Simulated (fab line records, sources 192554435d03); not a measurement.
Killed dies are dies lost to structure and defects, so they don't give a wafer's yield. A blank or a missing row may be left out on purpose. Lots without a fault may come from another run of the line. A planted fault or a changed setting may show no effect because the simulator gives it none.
Chamber matching | flow n5_finfet | N5_HKMG_FIN_STRIP_34 on rie_diel-01: 4 sister chambers
The step strips in CF4. 4 wafers are shown with their chamber, then 10 later ones without.

WAFERS WITH THEIR CHAMBER
wafer  | chamber | drypump_motor_current_A (A)
L091.5 | 2       | 5.5
L091.6 | 1       | 4.9
L090.1 | 0       | 5.4
L090.3 | 3       | 5.8

WAFERS WITHOUT THEIR CHAMBER
wafer  | drypump_motor_current_A (A)
L090.5 | 5.8
L092.1 | 4.9
L092.2 | 5.5
L092.3 | 5.4
L094.2 | 5.5
L094.4 | 4.9
L094.6 | 4.9
L096.2 | 4.8
L096.4 | 5.8
L096.6 | 4.8

WHICH CHAMBER EACH WENT THROUGH
wafer  | from the rows above | in truth
L090.5 | 3                   | 3
L092.1 | 1                   | 1
L092.2 | 2                   | 2
L092.3 | 0                   | 0
L094.2 | 2                   | 2
L094.4 | 1                   | 1
L094.6 | 1                   | 1
L096.2 | 1                   | 1
L096.4 | 3                   | 3
L096.6 | 1                   | 1
Placed correctly: 10 of 10. Can't be placed from these rows: 0. Placed wrongly: 0.
How it was worked out, from the rows above alone: a wafer's distance from a chamber is the root of the sum, over the readings, of the square of ((its reading less the chamber's mean) divided by the reading's scatter). The wafer belongs to the nearest chamber; if the next one is less than 2 further off, it can't be placed. A chamber's mean is the mean of its shown wafers. The scatter: with one shown wafer a chamber, the root of the mean of the squares of how far each hidden wafer lies from its nearest shown one.
